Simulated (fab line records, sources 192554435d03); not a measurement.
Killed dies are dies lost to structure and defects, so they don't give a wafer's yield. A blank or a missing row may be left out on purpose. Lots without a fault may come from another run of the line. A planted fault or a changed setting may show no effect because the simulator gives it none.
A struck lot beside a sound one | flow n5_finfet | 15 steps out of a route of 1938
Sound: wafers L322.4, L322.5, L322.6. Struck: wafer L332.3. (L332.2 of the same lot was not struck and is left out.) The cause comes at the end.
At each step with rows: each side's tool, then ch and its chambers, then its first start. Under that, the readings that differ: sound wafers | struck wafers | difference of the means | sigmas: that difference in standard deviations of wafers without a fault.
alike: readings whose means differ by less than 2 such deviations, and words and numbers that are the same on both sides. not compared: withheld readings, readings that some wafer has no value for, bounds like >300 that may hide the same value, and numbers for which the record gives no deviation and whose values overlap.
The two part at a step that has a row with sigmas, a row that says differs or no value, or rows on one side only. Numbers that don't overlap but have no deviation are shown without sigmas and don't part them. A reading that every wafer of one side lacks parts them only if that side has two wafers or more.

first, 7 steps without rows for these wafers: N5_FIN_CUT_COAT_29 (time 60 s, resist thk 10 nm); N5_FIN_CUT_COAT_02 (resist thk 30 nm); N5_FIN_CUT_EBR_04; N5_FIN_CUT_SOFTBAKE_03 (time 60 s); N5_FIN_CUT_EXPOSE_05 (exposes mask FIN CUT); N5_FIN_CUT_PEB_06 (peb time 60 s); N5_FIN_CUT_DEVELOP_07 (develop time 30 s).
N5_FIN_CUT_CD_MEAS_08: target cd 29.1 nm.
  sound on cd_sem-02 ch 0, day 2 03:05; struck on cd_sem-02 ch 0, day 4 15:35
  alike: cd_nm
N5_FIN_CUT_OVL_MEAS_09:
  sound on overlay-01 ch 0, day 2 03:08; struck on overlay-02 ch 0, day 4 15:37
  alike: FIN_CUT_OVL
N5_FIN_CUT_INSPECT_10: inspects for defects (brightfield).
  sound on defect_inspect-02, day 2 03:10; struck on defect_inspect-02, day 4 15:41
  reading          | sound    | struck | difference | sigmas
  raw_defect_count | 46 55 60 | 20     | -34        | -3
N5_FIN_CUT_DESCUM_13: chemistry O2, time 7 s.
  sound on rie_diel-06 ch 0,1, day 2 03:12; struck on rie_diel-04 ch 2, day 4 15:56
  alike: chamber_pressure_mTorr, drypump_motor_current_A, oes_product_au, rf_vpp_V, showerhead_plenum_p_Torr, temp_c, throttle_valve_pct
  not compared: rf_hours_counter_h
N5_FIN_CUT_ETCH_30: etches underlayer in N2/H2, target depth 13 nm, time 10.4 s.
  sound on rie_diel-06 ch 0,1, day 2 03:14; struck on rie_diel-04 ch 2, day 4 15:58
  alike: chamber_pressure_mTorr, drypump_motor_current_A, etch_rf_on_time_s, h2_flow_sccm, n2_flow_sccm, oes_product_au, rf_vpp_V, showerhead_plenum_p_Torr, throttle_valve_pct
  not compared: rf_hours_counter_h
N5_FIN_CUT_ETCH_20: etches SiARC in CF4, target depth 26 nm, time 43.3 s.
  sound on rie_diel-06 ch 0,1, day 2 03:15; struck on rie_diel-04 ch 2, day 4 15:59
  reading               | sound          | struck | difference | sigmas
  etch_rf_on_time_s (s) | 42.7 42.9 43.1 | 73.9   | +31.0      | +19
  alike: chamber_pressure_mTorr, drypump_motor_current_A, oes_product_au, rf_vpp_V, showerhead_plenum_p_Torr, throttle_valve_pct
  not compared: rf_hours_counter_h
N5_FIN_CUT_ETCH_21: etches SOC in N2/H2, target depth 219 nm, overetch 43.8 nm, time 523.5 s.
  sound on rie_diel-06 ch 0,1, day 2 03:17; struck on rie_diel-04 ch 2, day 4 16:01
  alike: chamber_pressure_mTorr, drypump_motor_current_A, h2_flow_sccm, n2_flow_sccm, oes_product_au, rf_vpp_V, showerhead_plenum_p_Torr, temp_c, throttle_valve_pct
  not compared: rf_hours_counter_h
-- the record jumps here: 11 days lie between the struck wafers' starts before and after (it left off in module FIN_CUT and takes up again in module PASSIVATION, whose first step shown is number 1936 of the route) --
N5_PASSIVATION_PROBE_49:
  the record has rows for the struck wafers here (prober-01, day 15 06:40) and none for the sound ones

WHERE THEY PART
First at N5_FIN_CUT_INSPECT_10; last, within this record, at N5_PASSIVATION_PROBE_49.

WHY: what the simulator had put in
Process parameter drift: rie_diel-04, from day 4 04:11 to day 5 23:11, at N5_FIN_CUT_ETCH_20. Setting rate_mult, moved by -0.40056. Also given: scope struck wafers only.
